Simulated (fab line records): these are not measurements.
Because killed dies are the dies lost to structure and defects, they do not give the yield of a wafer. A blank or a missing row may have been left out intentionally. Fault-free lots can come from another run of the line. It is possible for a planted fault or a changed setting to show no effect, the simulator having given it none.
Split-lot study	flow n5_finfet	on a route of 1938 steps: 7 lots, 21 wafers read

## ON THE SPLIT
At N5_BEOL_M5_COAT_22 (resist thk 30 nm), the setting spin_rpm was moved away from the recipe's 1500 rpm on 7 of the 21 wafers read, by -10.1% to +6.2%. The other wafers ran this setting at the recipe's value.

## FROM THE SPLIT TO THE READING: what the file shows between them, 3 steps
- N5_BEOL_M5_EBR_24
- N5_BEOL_M5_SOFTBAKE_23: time 60 s
- N5_BEOL_M5_DESCUM_33: chemistry O2, time 7 s

## THE READING
CAR-EUV_of_BEOL_M5_COAT_22.thk_nm (the simulator's own value, which no gauge read), in nm, at N5_BEOL_M5_ETCH_75 (etches underlayer in N2/H2, target depth 6.5 nm, time 5.2 s). No usual value for it is given in the file. The 14 wafers here that ran the recipe average 20.4 nm, standard deviation 0.13 nm.

wafer	tool, chamber at the split	spin_rpm as run, rpm	against the recipe	CAR-EUV_of_BEOL_M5_COAT_22.thk_nm, nm	against lot-mates on the recipe
L076.3	litho_track-01, 0	1500	recipe	20.6	-
L076.4	litho_track-01, 0	1500	recipe	20.4	-
L076.5	litho_track-01, 0	1572	+4.8%	19.8	-0.7
L079.1	litho_track-04, 0	1554	+3.6%	20	-0.2
L079.5	litho_track-04, 0	1500	recipe	20.2	-
L079.6	litho_track-04, 0	1554	+3.6%	20	-0.2
L087.4	litho_track-04, 0	1500	recipe	20.2	-
L087.5	litho_track-04, 0	1593	+6.2%	19.4	-0.8
L087.6	litho_track-04, 0	1593	+6.2%	19.2	-1.0
L086.1	litho_track-04, 0	1500	recipe	20.2	-
L086.4	litho_track-04, 0	1500	recipe	20.2	-
L086.6	litho_track-04, 0	1500	recipe	20.4	-
L088.1	litho_track-04, 0	1349	-10.1%	22	+1.4
L088.5	litho_track-04, 0	1500	recipe	20.6	-
L088.6	litho_track-04, 0	1349	-10.1%	22	+1.4
L096.1	litho_track-01, 0	1500	recipe	20.4	-
L096.2	litho_track-01, 0	1500	recipe	20.2	-
L096.6	litho_track-01, 0	1500	recipe	20.4	-
L097.1	litho_track-02, 0	1500	recipe	20.4	-
L097.3	litho_track-02, 0	1500	recipe	20.4	-
L097.6	litho_track-02, 0	1500	recipe	20.4	-

FIT RESULTS
A straight line over all 21 wafers: CAR-EUV_of_BEOL_M5_COAT_22.thk_nm changes by -0.157 nm for each +1% of spin_rpm; r = -0.98; the points scatter about the line by 0.15 nm.
The same after taking each lot's own level away (the mean of its wafers on the recipe; 21 wafers): -0.135 nm for each +1%; r = -0.98; scatter 0.12 nm.
Per that fit: largest spin_rpm move, reading shift of 1.4 nm.
The span of the lots' own levels, 20.20 to 20.60 nm, comes to 3.0 times the standard deviation stated above.
Hence the slope depends on the lot-to-lot level, as the two fits are not the same.
Check: with one of the wafers moved furthest among these (-10.1%) left out of the fit, the line predicts +1.37 nm for it against its lot-mates. It came out at +1.4 nm against them.

## FURTHER SPLITS ON THESE WAFERS
Other splits were also applied to these wafers ahead of the reading. Each is held against what the fit with the lots' levels taken away leaves over:
other split on the same wafers	wafers away from the commonest value	r with CAR-EUV_of_BEOL_M5_COAT_22.thk_nm (lot level and that fit taken away)
N5_BEOL_M4_COAT_05 spin_rpm	7	-0.20
N5_BEOL_M4_TRENCH_ETCH_37 bias_w	7	+0.13
N5_BEOL_M5_COAT_74 spin_rpm	6	+0.53

## THE WHOLE CHAIN: every reading that the file lists as answering this split, in the file's order
step	what it does	reading	change (the file's fit)	r (the file's)
N5_BEOL_M5_COAT_22	resist thk 30 nm	CAR-EUV_of_BEOL_M5_COAT_22.thk_nm (the simulator's own value, which no gauge read)	-0.159 nm for each +1% of the setting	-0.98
N5_BEOL_M5_ETCH_75	etches underlayer in N2/H2, target depth 6.5 nm, time 5.2 s	CAR-EUV_of_BEOL_M5_COAT_22.thk_nm (the simulator's own value, which no gauge read)	-0.135 nm for each +1% of the setting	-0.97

## FILE'S OWN FIT
CAR-EUV_of_BEOL_M5_COAT_22.thk_nm changes by -0.135 nm for each +1% of spin_rpm, r = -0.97.
